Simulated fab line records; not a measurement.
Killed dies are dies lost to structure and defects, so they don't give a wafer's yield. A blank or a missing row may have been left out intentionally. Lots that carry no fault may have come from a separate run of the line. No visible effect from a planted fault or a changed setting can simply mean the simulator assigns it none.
fab line records	flow nandHarc
[record] lots = 6	wafers = 18	lastDay = 33
route steps=1302 shown A_M0@1164 A_M1@1169 END@1302
lots that met no fault: from a run of the same line without faults
startH: the number of hours between the record's first day and the start of the first shown wafer of the lot	waitH: how many hours have passed since the lot's step before this one	" the same as in the row above	L1.1+2: a row that stands for several wafers	- no value, or no start was given	* or withheld: withheld	< > ~ a bound
route shown NAME@n: a module of which the file shows steps, and the number in the route of the first	usual: the fault-free wafers' mean and standard deviation	same: alike in all rows	chamber/n: place in a boat	sites: per-site readings	_std_site: the standard deviation of these	_edge_site: the outer-site mean with the inner-site mean subtracted	radiusMm: how far each site lies from the wafer's centre	mask NAME#n: copy n	behind: the last tool/chamber to shape the wafer	hold: the reason the lot was held/the length of the hold in hours/how it ended	device: the n, p or np transistor that did not switch	end of line: at the end of the route, the tests of the same wafers	step lacking rows: just its recipe	killed: at the first sort, the dies lost to defects and structure; wafer yield is something else	map: shows each die of a wafer: x if killed, . if not, _ if none is there
set.NAME: the run value of the setting; set.NAME@STEP: its run value at that earlier step	model.NAME: the simulator's own value behind a step, which no gauge read
lots seen at some steps along the route; tables by step, rows by wafer
services: the hour from which a tool's chamber was out of use, counted from the record's first day as startH (under 0 if before that day), plus the number of hours and why
[[steps]]
[step NHARC_A_M0_SRD_25]
[step NHARC_A_M0_INSPECT_27]
[usual] rawDefectCount = 525/140
lot.wafer	tool	chamber	startH	waitH	rawDefectCount
L210.4	defectInspect-01	-	620.33	0.0	712
L210.5	"	-	"	"	660
L210.6	"	-	"	"	800
L212.2	defectInspect-02	-	630.66	0.0	423
L212.5	"	-	"	"	380
L212.6	"	-	"	"	280
L215.3	defectInspect-01	-	667.41	0.0	542
L215.4	"	-	"	"	480
L215.5	"	-	"	"	455
L218.2	defectInspect-01	-	703.10	0.0	403
L218.3	"	-	"	"	401
L218.4	"	-	"	"	463
L217.1	defectInspect-02	-	706.14	0.0	811
L217.3	"	-	"	"	902
L217.4	"	-	"	"	670
L222.3	defectInspect-02	-	746.46	0.0	561
L222.5	"	-	"	"	683
L222.6	"	-	"	"	515
[step NHARC_A_M0_PRE_CLEAN_31]
[recipe] timeS = 12	tempC = 370	rfPowerW = 300	gas = NH3
[usual] heaterPowerW = 609/62
lot.wafer	tool	chamber	startH	waitH	heaterPowerW	sinceWetCleanH
L210.4	pecvd-03	1	620.44	0.1	504	-
L210.6	"	2	"	"	587	-
L210.5	"	0	"	"	716	-
L212.2	pecvd-03	1	630.76	0.1	440	70
L212.6	"	2	"	"	568	-
L212.5	"	1	"	"	446	-
L215.3	pecvd-01	1	667.50	0.1	548	162
L215.4	"	2	"	"	619	-
L215.5	"	0	"	"	582	-
L218.2	pecvd-04	0	703.17	0.1	547	59
L218.3	"	2	"	"	621	59
L218.4	"	1	"	"	607	-
L217.1	pecvd-03	0	706.21	0.1	701	146
L217.3	"	2	"	"	574	146
L217.4	"	0	"	"	699	-
L222.3	pecvd-04	2	746.53	0.1	616	102
L222.5	"	2	"	"	616	-
L222.6	"	1	"	"	613	-
[step NHARC_A_M0_DEP_32]
[recipe] targetThkA = 300	tempC = 370	targetThkNm = 30	pressureTorr = 3	flowSccm = 200	rfW = 450	material = SiCN
[usual] heaterPowerW = 557/63
lot.wafer	tool	chamber	startH	waitH	heaterPowerW	sinceWetCleanH
L210.4	pecvd-03	1	620.60	0.2	463	-
L210.6	"	2	"	"	596	-
L210.5	"	0	"	"	623	-
L212.2	pecvd-03	1	630.90	0.1	448	70
L212.6	"	2	"	"	622	-
L212.5	"	1	"	"	448	-
L215.3	pecvd-01	1	667.64	0.1	600	163
L215.4	"	2	"	"	610	-
L215.5	"	0	"	"	602	-
L218.2	pecvd-04	0	703.25	0.1	488	59
L218.3	"	2	"	"	548	59
L218.4	"	1	"	"	572	-
L217.1	pecvd-03	0	706.29	0.1	551	146
L217.3	"	2	"	"	591	146
L217.4	"	0	"	"	565	-
L222.3	pecvd-04	2	746.61	0.1	564	103
L222.5	"	2	"	"	584	-
L222.6	"	1	"	"	452	-
[step NHARC_A_M1_DEP_00]
[recipe] targetThkA = 1825	targetThkNm = 182.5	tempC = withheld	pressureTorr = 5	flowSccm = 200	rfW = 600	material = SiOC
[step NHARC_A_M1_DEHYDRATE_01]
[recipe] tempC = 150	timeS = 120
[step NHARC_A_M1_HMDS_02]
[recipe] timeS = 30
[step NHARC_A_M1_COAT_34]
[recipe] tempC = 200	timeS = 65
[step NHARC_A_M1_COAT_03]
[recipe] spinRpm = 1500	resistThkNm = 90
[step NHARC_A_M1_SOFTBAKE_04]
[recipe] tempC = 105	timeS = 55
[step NHARC_A_M1_EBR_05]
[step NHARC_A_M1_EXPOSE_06]
[recipe] na = 1.35	targetCdNm = 120	doseMj = 75.13	maskId = A_M1
[usual] exposureDoseMJCm2 = 75.05/0.074	stageVelMmS = 499.97/0.23
lot.wafer	tool	chamber	startH	waitH	mask	exposureDoseMJCm2	stageVelMmS
L210.4	arfiScanner-01	0	621.68	-	A_M1#0	75.13	500.32
L210.5	"	0	"	"	A_M1#0	75.03	499.55
L210.6	"	0	"	"	A_M1#0	75.13	500.31
L212.2	arfiScanner-02	0	631.98	-	A_M1#0	75.08	499.75
L212.5	"	0	"	"	A_M1#0	75.02	499.96
L212.6	"	0	"	"	A_M1#0	75.14	500.51
L215.3	arfiScanner-02	0	668.65	-	A_M1#0	78.08	499.65
L215.4	"	0	"	"	A_M1#0	78.08	499.80
L215.5	"	0	"	"	A_M1#0	78.08	499.78
L218.2	arfiScanner-01	0	704.36	-	A_M1#0	74.99	500.24
L218.3	"	0	"	"	A_M1#0	75.06	499.79
L218.4	"	0	"	"	A_M1#0	75.02	499.64
L217.1	arfiScanner-02	0	707.39	-	A_M1#0	77.58	499.68
L217.3	"	0	"	"	A_M1#0	77.48	500.19
L217.4	"	0	"	"	A_M1#0	77.37	500.12
L222.3	arfiScanner-03	0	747.72	-	A_M1#0	75.20	499.90
L222.5	"	0	"	"	A_M1#0	75.29	499.88
L222.6	"	0	"	"	A_M1#0	75.10	500.05
[step NHARC_A_M1_PEB_07]
[recipe] pebTempC = 100	pebTimeS = 65
[step NHARC_A_M1_DEVELOP_08]
[recipe] developTimeS = 35	devTempC = 23
[step NHARC_A_M1_CD_MEAS_09]
[recipe] targetCdNm = 120	landingEnergyEv = 500
[usual] cdNm = 120.0/0.59
lot.wafer	tool	chamber	startH	waitH	cdNm
L210.4	cdSem-02	0	621.82	-	120.8
L210.5	"	0	"	"	120.0
L210.6	"	0	"	"	119.9
L212.2	cdSem-01	0	632.12	-	120.1
L212.5	"	0	"	"	120.1
L212.6	"	0	"	"	120.3
L215.3	cdSem-02	0	668.79	-	123.0
L215.4	"	0	"	"	122.8
L215.5	"	0	"	"	122.7
L218.2	cdSem-03	0	704.50	-	120.5
L218.3	"	0	"	"	119.8
L218.4	"	0	"	"	120.1
L217.1	cdSem-01	0	707.53	-	122.4
L217.3	"	0	"	"	121.5
L217.4	"	0	"	"	121.7
L222.3	cdSem-03	0	747.87	-	119.7
L222.5	"	0	"	"	120.4
L222.6	"	0	"	"	120.6
[step NHARC_A_M1_OVL_MEAS_10]
[recipe] pitchNm = 240
[usual] overlayXNm = 0.2/0.75	overlayYNm = -0.3/0.89
lot.wafer	tool	chamber	startH	waitH	overlayXNm	overlayYNm
L210.4	overlay-01	-	621.90	-	-0.1	-0.2
L210.5	"	-	"	"	0.1	0.2
L210.6	"	-	"	"	0.0	0.3
L212.2	overlay-01	-	632.20	-	-0.8	1.7
L212.5	"	-	"	"	-1.0	1.5
L212.6	"	-	"	"	-1.6	1.8
L215.3	overlay-02	-	668.87	-	0.2	-1.1
L215.4	"	-	"	"	0.0	-0.2
L215.5	"	-	"	"	0.7	-0.1
L218.2	overlay-02	-	704.58	-	-0.1	0.8
L218.3	"	-	"	"	0.4	0.9
L218.4	"	-	"	"	0.4	0.9
L217.1	overlay-02	-	707.62	-	-0.4	-0.4
L217.3	"	-	"	"	-0.2	0.3
L217.4	"	-	"	"	0.2	0.1
L222.3	overlay-01	-	747.95	-	-0.6	-1.2
L222.5	"	-	"	"	-0.4	-1.9
L222.6	"	-	"	"	-0.8	-1.1
[step NHARC_A_M1_INSPECT_11]
[usual] rawDefectCount = 76/39
lot.wafer	tool	chamber	startH	waitH	rawDefectCount
L210.4	defectInspect-02	-	621.94	0.0	149
L210.5	"	-	"	"	122
L210.6	"	-	"	"	128
L212.2	defectInspect-02	-	632.24	0.0	31
L212.5	"	-	"	"	36
L212.6	"	-	"	"	34
L215.3	defectInspect-02	-	668.91	0.0	81
L215.4	"	-	"	"	74
L215.5	"	-	"	"	73
L218.2	defectInspect-02	-	704.62	0.0	48
L218.3	"	-	"	"	50
L218.4	"	-	"	"	44
L217.1	defectInspect-02	-	707.66	0.0	154
L217.3	"	-	"	"	156
L217.4	"	-	"	"	157
L222.3	defectInspect-02	-	747.99	0.0	60
L222.5	"	-	"	"	82
L222.6	"	-	"	"	76
[step NHARC_A_M1_DESCUM_14]
[recipe] timeS = 3	o2FlowSccm = 200	arFlowSccm = 0	biasPowerW = 0	chemistry = O2
[usual] drypumpMotorCurrentA = 5.7/0.48	oesProductAu = 0.997/0.0088	rfVppV = 57.6/0.86	showerheadPlenumPTorr = 1.89/0.096	throttleValvePct = 11.312/0.0087
lot.wafer	tool	chamber	startH	waitH	drypumpMotorCurrentA	oesProductAu	rfHoursCounterH	rfVppV	showerheadPlenumPTorr	throttleValvePct	model.A_M1.cdNm
L210.4	rieDiel-06	0	622.02	0.1	5.2	0.985	3.9	58.4	1.78	11.318	120.6
L210.6	"	1	"	"	6.5	0.997	-	57.3	1.91	11.298	119.9
L210.5	"	2	"	"	5.6	0.987	-	58.5	2.06	11.312	120.5
L212.2	rieDiel-12	0	632.33	0.1	5.6	0.992	0	58.4	2.04	11.322	120.4
L212.6	"	1	"	"	6.2	0.997	-	57.1	1.83	11.332	120.3
L212.5	"	2	"	"	4.7	0.983	-	56.9	1.98	11.317	120.1
L215.4	rieDiel-12	1	668.99	0.1	6.1	1.006	1.3	57.8	1.83	11.308	122.8
L215.3	"	2	"	"	4.7	0.987	1.7	58.1	1.98	11.293	122.9
L215.5	"	3	"	"	6.1	0.992	-	58.6	1.87	11.325	123.1
L218.2	rieDiel-06	3	704.69	0.1	6.0	0.980	0.9	56.1	1.82	11.310	120.4
L218.4	"	0	"	"	5.2	1.002	0.9	56.4	1.78	11.314	119.7
L218.3	"	1	"	"	6.5	0.992	1.0	58.0	1.91	11.315	120.5
L217.1	rieDiel-12	1	707.72	0.1	6.2	1.009	3.3	58.2	1.83	11.321	122.7
L217.3	"	3	"	"	6.1	0.986	3.6	57.9	1.87	11.310	122.4
L217.4	"	0	"	"	5.6	0.999	3.2	58.8	2.04	11.317	122.1
L222.3	rieDiel-03	0	748.07	0.1	5.5	0.993	4.6	57.3	1.89	11.304	120.5
L222.6	"	2	"	"	5.8	0.992	-	58.3	1.77	11.318	120.7
L222.5	"	3	"	"	6.0	1.010	-	59.6	1.84	11.326	119.8
[step NHARC_A_M1_ETCH_35]
[recipe] targetDepthA = 400	overetchA = 120	timeS = 43.94	ionEnergyEv = 200	n2FlowSccm = 150	h2FlowSccm = 150	arFlowSccm = 0	rfW = 400	biasW = 150	chemistry = N2/H2
[usual] drypumpMotorCurrentA = 5.7/0.48	oesProductAu = 0.997/0.009	rfVppV = 429/3	showerheadPlenumPTorr = 2.00/0.1	throttleValvePct = 14.170/0.0085
lot.wafer	tool	chamber	startH	waitH	drypumpMotorCurrentA	oesProductAu	rfHoursCounterH	rfVppV	showerheadPlenumPTorr	throttleValvePct
L210.4	rieDiel-06	1	622.08	0.1	6.5	0.995	3.8	429	2.04	14.172
L210.5	"	0	"	"	5.2	0.996	-	426	1.90	14.161
L210.6	"	1	"	"	6.5	0.989	-	432	2.04	14.169
L212.2	rieDiel-12	1	632.39	0.1	6.2	1.001	0.0	427	1.95	14.170
L212.6	"	0	"	"	5.7	0.990	-	434	2.17	14.185
L212.5	"	1	"	"	6.2	0.998	-	429	1.95	14.174
L215.3	rieDiel-12	1	669.06	0.1	6.2	1.006	1.3	428	1.95	14.159
L215.4	"	2	"	"	4.7	1.002	1.7	432	2.11	14.179
L215.5	"	0	"	"	5.7	1.009	-	435	2.17	14.170
L218.3	rieDiel-06	0	704.76	0.1	5.2	1.003	1.0	425	1.90	14.174
L218.4	"	1	"	"	6.5	0.986	1.0	430	2.04	14.168
L218.2	"	3	"	"	6.0	0.996	0.9	428	1.93	14.174
L217.4	rieDiel-12	1	707.80	0.1	6.2	0.987	3.3	428	1.95	14.175
L217.3	"	3	"	"	6.1	0.989	3.7	429	1.99	14.170
L217.1	"	0	"	"	5.6	1.004	3.3	435	2.17	14.164
L222.3	rieDiel-03	3	748.14	0.1	6.0	1.006	4.7	428	1.96	14.177
L222.5	"	2	"	"	5.9	1.001	-	427	1.88	14.171
L222.6	"	3	"	"	6.1	1.002	-	428	1.96	14.174
[step NHARC_A_M1_ETCH_15]
[recipe] targetDepthA = 1825	timeS = 91.2	c4f8FlowSccm = withheld	arFlowSccm = 400	rfW = 600	biasW = 300	chemistry = C4F8/Ar
[usual] oesProductAu = 0.947/0.022	rfVppV = 439.9/2.9
lot.wafer	tool	chamber	startH	waitH	oesProductAu	rfHoursCounterH	rfVppV
L210.4	rieDiel-06	3	-	-	0.956	4.3	438.2
L210.6	"	1	"	"	0.950	-	440.4
L210.5	"	2	"	"	0.942	-	444.6
L212.2	rieDiel-12	2	-	-	0.950	0.0	442.2
L212.6	"	2	"	"	0.951	-	442.5
L212.5	"	3	"	"	0.963	-	439.7
L215.4	rieDiel-12	1	-	-	0.976	1.3	439.0
L215.3	"	2	"	"	0.967	1.7	442.3
L215.5	"	0	"	"	0.961	-	445.9
L218.2	rieDiel-06	0	-	-	0.986	1.0	438.0
L218.4	"	1	"	"	0.965	1.0	442.0
L218.3	"	2	"	"	0.963	1.0	446.6
L217.3	rieDiel-12	1	-	-	0.919	3.3	438.0
L217.1	"	3	"	"	0.905	3.7	439.5
L217.4	"	0	"	"	0.932	3.3	445.4
L222.3	rieDiel-03	2	-	-	0.938	4.7	437.2
L222.6	"	2	"	"	0.927	-	436.1
L222.5	"	3	"	"	0.949	-	437.3
[step NHARC_A_M1_CD_MEAS_16]
[usual] cdNm = 119.8/0.77
lot.wafer	tool	chamber	startH	waitH	cdNm
L210.4	cdSem-01	-	622.31	-	120.0
L210.5	"	-	"	"	120.6
L210.6	"	-	"	"	119.7
L212.2	cdSem-02	-	632.61	-	120.7
L212.5	"	-	"	"	119.9
L212.6	"	-	"	"	120.2
L215.3	cdSem-03	-	669.28	-	122.8
L215.4	"	-	"	"	122.2
L215.5	"	-	"	"	122.5
L218.2	cdSem-01	-	704.99	-	120.4
L218.3	"	-	"	"	120.2
L218.4	"	-	"	"	119.4
L217.1	cdSem-03	-	708.02	-	122.5
L217.3	"	-	"	"	122.2
L217.4	"	-	"	"	122.2
L222.3	cdSem-02	-	748.36	-	120.7
L222.5	"	-	"	"	119.5
L222.6	"	-	"	"	120.8
[step NHARC_A_M1_STRIP_18]
[recipe] powerW = 1000	n2FlowSccm = 150	h2FlowSccm = 150	arFlowSccm = 0	biasW = 0	chemistry = N2/H2
[usual] drypumpMotorCurrentA = 5.7/0.41	oesProductAu = 0.996/0.0081	rfVppV = 90.3/1.1	showerheadPlenumPTorr = 1.98/0.097	throttleValvePct = 14.173/0.0084
lot.wafer	tool	chamber	startH	waitH	drypumpMotorCurrentA	oesProductAu	rfHoursCounterH	rfVppV	showerheadPlenumPTorr	throttleValvePct
L210.4	rieDiel-03	2	622.43	0.1	5.9	0.988	7.5	90.4	1.88	14.177
L210.6	"	0	"	"	5.5	0.988	-	91.0	2.02	14.186
L210.5	"	1	"	"	5.3	0.994	-	89.3	1.90	14.169
L212.2	rieDiel-06	0	632.70	0.1	5.3	0.995	4.3	89.0	1.90	14.183
L212.6	"	3	"	"	6.0	0.999	-	90.7	1.93	14.157
L212.5	"	0	"	"	5.2	0.999	-	91.1	1.90	14.189
L215.3	rieDiel-12	1	669.40	0.1	6.2	1.011	1.4	89.5	1.95	14.178
L215.4	"	2	"	"	4.7	0.992	1.7	91.9	2.11	14.168
L215.5	"	3	"	"	6.1	0.991	-	90.4	1.99	14.171
L218.4	rieDiel-03	3	705.06	0.1	6.1	1.005	2.9	90.3	1.96	14.174
L218.3	"	1	"	"	5.3	1.009	2.9	88.4	1.90	14.163
L218.2	"	2	"	"	5.9	0.998	2.7	91.0	1.88	14.166
L217.1	rieDiel-03	2	708.10	0.1	5.9	0.997	2.8	90.1	1.88	14.162
L217.4	"	3	"	"	6.0	0.993	3.0	89.7	1.96	14.172
L217.3	"	1	"	"	5.3	0.994	2.9	91.1	1.90	14.179
L222.3	rieDiel-03	3	748.43	0.1	6.1	0.997	4.7	88.7	1.96	14.170
L222.6	"	3	"	"	6.0	1.009	-	89.9	1.96	14.163
L222.5	"	0	"	"	5.5	0.990	-	92.3	2.02	14.155
[step NHARC_A_M1_ETCH_28]
[recipe] targetDepthA = 300	overEtchFrac = 0.3	timeS = 72.99	ionEnergyEv = 150	cf4FlowSccm = 50	n2FlowSccm = 100	arFlowSccm = 150	rfW = 300	biasW = 100	chemistry = CF4/N2
[usual] drypumpMotorCurrentA = 5.7/0.41	oesProductAu = 0.996/0.0085	rfVppV = 313.0/2.2	showerheadPlenumPTorr = 2.56/0.12	throttleValvePct = 19.795/0.0092
lot.wafer	tool	chamber	startH	waitH	drypumpMotorCurrentA	oesProductAu	rfHoursCounterH	rfVppV	showerheadPlenumPTorr	throttleValvePct	model.A_M1.cdNm
L210.4	rieDiel-03	3	-	-	6.0	0.989	7.8	312.9	2.53	19.791	119.7
L210.5	"	0	"	"	5.5	0.994	-	313.1	2.60	19.806	120.1
L210.6	"	1	"	"	5.3	0.987	-	311.0	2.46	19.805	118.9
L212.2	rieDiel-06	1	-	-	6.5	1.000	4.3	313.9	2.62	19.799	120.9
L212.6	"	2	"	"	5.5	0.991	-	317.3	2.82	19.819	120.4
L212.5	"	3	"	"	6.0	1.002	-	311.6	2.50	19.806	119.6
L215.3	rieDiel-12	0	-	-	5.6	0.996	1.4	316.5	2.78	19.790	122.7
L215.4	"	2	"	"	4.7	0.988	1.8	315.0	2.71	19.782	121.9
L215.5	"	0	"	"	5.6	1.007	-	316.0	2.78	19.804	122.6
L218.4	rieDiel-03	0	-	-	5.5	0.995	3.1	313.7	2.60	19.796	119.1
L218.2	"	1	"	"	5.3	1.016	2.9	311.2	2.46	19.792	120.3
L218.3	"	3	"	"	6.0	1.001	3.0	313.0	2.53	19.802	119.5
L217.3	rieDiel-03	0	-	-	5.5	0.995	3.1	312.8	2.60	19.801	122.4
L217.1	"	1	"	"	5.3	1.000	3.0	310.0	2.46	19.778	123.2
L217.4	"	2	"	"	5.9	1.009	2.8	311.6	2.44	19.796	121.7
L222.3	rieDiel-03	1	-	-	5.3	1.009	4.7	312.6	2.46	19.788	121
L222.5	"	3	"	"	6.0	1.004	-	313.6	2.53	19.805	118.3
L222.6	"	0	"	"	5.5	1.003	-	315.3	2.60	19.791	120.4
[step NHARC_A_M1_STRIP_19]
[recipe] timeS = 600	tempC = 30	chemistry = postEtchResidueRemover
[step NHARC_END_SORT_01]
[recipe] tempC = 25
[usual] defectLimitedYield = 92.5/2.5	killedAtArray = 46/16	killedAtOther = 0.9/1.3	killedAtPeriphery = 4.1/3	killedDies = 51/17	killedOpen = 3.5/1.8	killedShort = 2.5/1.8	sort_bin_2_pct = 2.6/1.1	sort_bin_3_pct = 0.6/0.37	sort_bin_4_pct = 4.4/1.4	sortNPass = 626/17	sortRimYieldPct = 88/4.6	sortYieldPct = 92.5/2.5
[same] grossDies = 677	sort_bin_5_pct[%] = 0	sort_bin_6_pct[%] = 0	sort_bin_7_pct[%] = 0	sort_bin_8_pct[%] = 0	sortRimNGross = 106.00
lot.wafer	tool	chamber	startH	waitH	defectLimitedYield[%]	killedAtArray	killedAtOther	killedAtPeriphery	killedDies	killedOpen	killedShort	sort_bin_2_pct[%]	sort_bin_3_pct[%]	sort_bin_4_pct[%]	sortNPass	sortRimYieldPct[%]	sortYieldPct[%]
L218.2	prober-01	0	742.98	2.8	93.2	46	0	0	46	3	1	1.5	0.3	5.0	631	96	93.2
L218.3	prober-01	0	743.76	3.1	92.6	44	0	6	50	3	0	2.2	0.4	4.7	627	91	92.6
L218.4	prober-01	0	744.55	3.4	93.8	40	0	2	42	7	2	1.9	0.6	3.7	635	92	93.8
L222.3	prober-02	0	784.70	3.1	94.1	35	4	1	40	4	2	1.6	0.6	3.7	637	88	94.1
L222.5	prober-02	0	786.28	3.7	92.8	45	0	4	49	5	2	2.1	0.6	4.6	628	86	92.8
L222.6	prober-02	0	787.07	4.0	90.7	54	1	8	63	4	2	4.0	0.4	4.9	614	87	90.7
// killed by level:class
L218.2 A_CHANNEL_HOLE_D1:chamberFilmFlake=15 A_STAIRCASE:chamberFilmFlake=13 A_CHANNEL_HOLE_D2:chamberFilmFlake=5 A_SLIT:chamberFilmFlake=5 A_CHANNEL_HOLE_D1:geometricParticle:open=1 A_CHANNEL_FILL_D2:geometricParticle:open=1 A_WL_FILL:geometricParticle:short=1 A_M0:geometricParticle:open=1
L218.3 A_CHANNEL_HOLE_D1:chamberFilmFlake=19 A_STAIRCASE:chamberFilmFlake=9 P_GATE:chamberFilmFlake=5 A_WL_FILL:chamberFilmFlake=5 A_CHANNEL_HOLE_D2:chamberFilmFlake=2 A_CONTACT:chamberFilmFlake=2 A_BONDPAD:chamberFilmFlake=2 A_ONON_D1:geometricParticle:open=1
L218.4 A_CHANNEL_HOLE_D1:chamberFilmFlake=10 A_CHANNEL_HOLE_D2:chamberFilmFlake=7 A_SLIT:chamberFilmFlake=7 A_STAIRCASE:chamberFilmFlake=6 P_CONTACT:geometricParticle:open=2 A_SOURCE_PLATE:geometricParticle:short=1 A_CHANNEL_FILL_D1:geometricParticle:open=1 A_ONON_D2:geometricParticle:open=1
L222.3 A_SLIT:chamberFilmFlake=15 A_CONTACT:chamberFilmFlake=7 THIN_TSV:chamberFilmFlake=4 A_STAIRCASE:chamberFilmFlake=4 A_BLC:geometricParticle:open=2 A_CHANNEL_HOLE_D1:unspecified=2 A_SOURCE_PLATE:geometricParticle:short=1 A_CHANNEL_FILL_D2:geometricParticle:open=1
L222.5 A_SLIT:chamberFilmFlake=19 A_CONTACT:chamberFilmFlake=7 A_CHANNEL_HOLE_D1:chamberFilmFlake=5 A_M0:chamberFilmFlake=4 A_STAIRCASE:chamberFilmFlake=3 A_CHANNEL_HOLE_D2:geometricParticle:open=2 P_CONTACT:geometricParticle:open=1 A_CHANNEL_FILL_D1:geometricParticle:open=1
L222.6 A_SLIT:chamberFilmFlake=25 A_CONTACT:chamberFilmFlake=14 A_M0:chamberFilmFlake=6 P_CONTACT:chamberFilmFlake=3 A_CHANNEL_HOLE_D1:unspecified=3 A_ONON_D1:geometricParticle:short=2 P_GATE:chamberFilmFlake=2 P_M0:geometricParticle:open=1
[[services]]
tool	chamber	startH	hours	kind
arfiScanner-01	-	601.90	4.0	pm
rieDiel-12	0	619.64	9.3	repair
arfiScanner-02	-	620.08	1.5	repair
rieDiel-12	-	622.52	9.0	pm
arfiScanner-03	-	631.00	2.0	repair
pecvd-04	-	631.13	13.0	pm
arfiScanner-01	-	632.35	34.0	repair
rieDiel-03	-	635.30	9.0	pm
rieDiel-12	-	640.02	0.8	repair
arfiScanner-02	-	644.68	4.5	repair
arfiScanner-02	-	656.00	4.0	pm
arfiScanner-03	-	656.85	3.6	repair
rieDiel-06	-	661.20	9.0	pm
pecvd-03	-	665.23	0.6	repair
rieDiel-06	-	672.38	3.3	repair
pecvd-01	-	673.33	13.0	pm
rieDiel-03	0	673.36	3.5	repair
arfiScanner-03	-	686.70	11.1	repair
arfiScanner-01	-	695.95	1.2	repair
pecvd-03	-	717.71	3.2	repair
rieDiel-03	0	719.12	2.7	repair
pecvd-03	-	728.59	13.0	pm
rieDiel-03	1	737.62	4.8	repair
arfiScanner-02	-	739.16	10.7	repair
[[key]]
[firstSign] step = NHARC_A_M1_EXPOSE_06	reading = exposureDoseMJCm2	direction = up	sigmas = 37	usual = 75.05	struck = 77.78
[effect] step = NHARC_A_M1_CD_MEAS_09	reading = cdNm	direction = up	sigmas = 4	usual = 120.0	struck = 122.3	through = controlLoop
[effect] step = NHARC_A_M1_CD_MEAS_16	reading = cdNm	direction = up	sigmas = 3.4	usual = 119.8	struck = 122.4	through = controlLoop
[modelEffect] step = NHARC_A_M1_DESCUM_14	value = A_M1.cdNm	without = 120.6	struck = 122.7
[modelEffect] step = NHARC_A_M1_ETCH_28	value = A_M1.cdNm	without = 120.3	struck = 122.4
metAt NHARC_A_M1_EXPOSE_06
struckWafers L215.3,L215.4,L215.5,L217.1,L217.3,L217.4
[loopTrim] step = NHARC_A_M1_EXPOSE_06	setting = dose	lots = L217
onsetBetween 631.98 668.65
[fault] kind = processParameterDrift	tool = arfiScanner-02	chamber = -	onsetH = 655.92	steps = NHARC_A_M1_EXPOSE_06	channel = doseMj	offset = 2.9865	shape = step	actsIn = theseRecipesOnly	stated = 75.13
// loopTrim: a control loop set the setting to another value than it would have without faults
